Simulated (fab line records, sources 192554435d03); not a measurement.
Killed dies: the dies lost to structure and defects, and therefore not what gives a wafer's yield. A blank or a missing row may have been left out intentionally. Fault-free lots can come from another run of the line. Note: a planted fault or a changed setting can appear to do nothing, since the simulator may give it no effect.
Problem report, 8D (eight disciplines) form, completed by code || flow n5-finfet || the parts of the form that need people (team, actions taken, sign-off) are left out

== 1. PROBLEM STATEMENT ==
chamber-pressure-pa at N5_BEOL_M1_SPUTTER_92 reads a mean of 0.07743 Pa on 6 wafers of 2 lots; wafers without a fault read 0.07001 Pa with a standard deviation of 0.00013. That is +57 standard deviations from the usual mean.
The step: material Cu, target thk 4.5 nm, time 8.29 s.
Seen first at day 10 20:32 on pvd-sputter-02, wafer L235.2. At this step, 33 wafers from 11 lots have a number in the record. Rule for "out" (also "out of limits"): further than 4 standard deviations from the usual mean. The other wafers with a number count as sound.

== 2. WHAT THIS IS AND IS NOT ==
{"question": "which readings at this step", "is": "chamber-pressure-pa", "is not": "-"}
{"question": "which lots", "is": "L235, L238", "is not": "L220, L221, L222, L224, L225, L231, L240, L242, L243"}
{"question": "which wafers of those lots", "is": "all that have a number", "is not": "-"}
{"question": "read on which tools", "is": "pvd-sputter-02", "is not": "pvd-sputter-01, pvd-sputter-03"}
{"question": "when", "is": "from day 10 20:32", "is not": "up to then (18 sound wafers); but 9 sound wafers of L240, L242, L243 came after"}

== 3. WHAT RULES OUT EACH SUSPECT ==
Counting: a tool at any process step up to the reading remains a suspect when it ran all the lots that are out and ran no sound lot after the first of those.
- pvd-sputter-02 at N5_BEOL_M1_SPUTTER_90 (material Cu, target thk 4.5 nm, time 8.29 s): kept. All lots that are out passed through it, beginning with L235 at day 10 20:19, and no sound lot followed; its final sound lot before that point was L231 at day 9 07:15.
- pvd-sputter-02 at N5_BEOL_M1_SPUTTER_92 (material Cu, target thk 4.5 nm, time 8.29 s): kept. All lots that are out passed through it, beginning with L235 at day 10 20:32, and no sound lot followed; its final sound lot before that point was L231 at day 9 07:28. Its own readings are out on those wafers: chamber-pressure-pa.
The count leaves pvd-sputter-02 at N5_BEOL_M1_SPUTTER_92 and pvd-sputter-02 at N5_BEOL_M1_SPUTTER_90.

== 4. THE CAUSE (what the simulator had put in) ==
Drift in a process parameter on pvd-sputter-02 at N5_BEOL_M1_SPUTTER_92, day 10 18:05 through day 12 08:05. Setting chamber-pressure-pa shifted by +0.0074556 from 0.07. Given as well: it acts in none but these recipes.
2 suspects survive the count, and this tool is in that group.

== 5. SEQUENCE OF EFFECTS, ordered by route ==
Each row: a reading whose mean over the struck wafers that have a number lies more than 3 standard deviations from the usual. Scope: only readings with a usual standard deviation given in the record; hours: median across lots of the time from each lot's start at the first step in this table that gives one to its start at this step; sigmas: change in usual standard deviations.
{"hours": 0, "step": "N5_BEOL_M1_SPUTTER_92", "reading": "chamber-pressure-pa", "usual": "0.07001 Pa", "on struck wafers": 0.07743, "change": "+0.00742", "sigmas": "+57"}
{"hours": 0, "step": "N5_BEOL_M1_SPUTTER_92", "reading": "throttle-valve-pct", "usual": "30.5 %", "on struck wafers": 29.2, "change": -1.3, "sigmas": -3.2}
It contains these process steps:
- N5_BEOL_M1_SPUTTER_92: material Cu, target thk 4.5 nm, time 8.29 s.
Later steps that measure or inspect, where all struck wafers having a row at the step show a number for every such reading and not one has moved that far: N5_BEOL_M4_RC_MEAS_101.

== 6. HOW IT WOULD HAVE BEEN CAUGHT EARLIER ==
First out-of-limits reading in this record: day 10 20:32, which is 2 hours after fault onset at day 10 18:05.
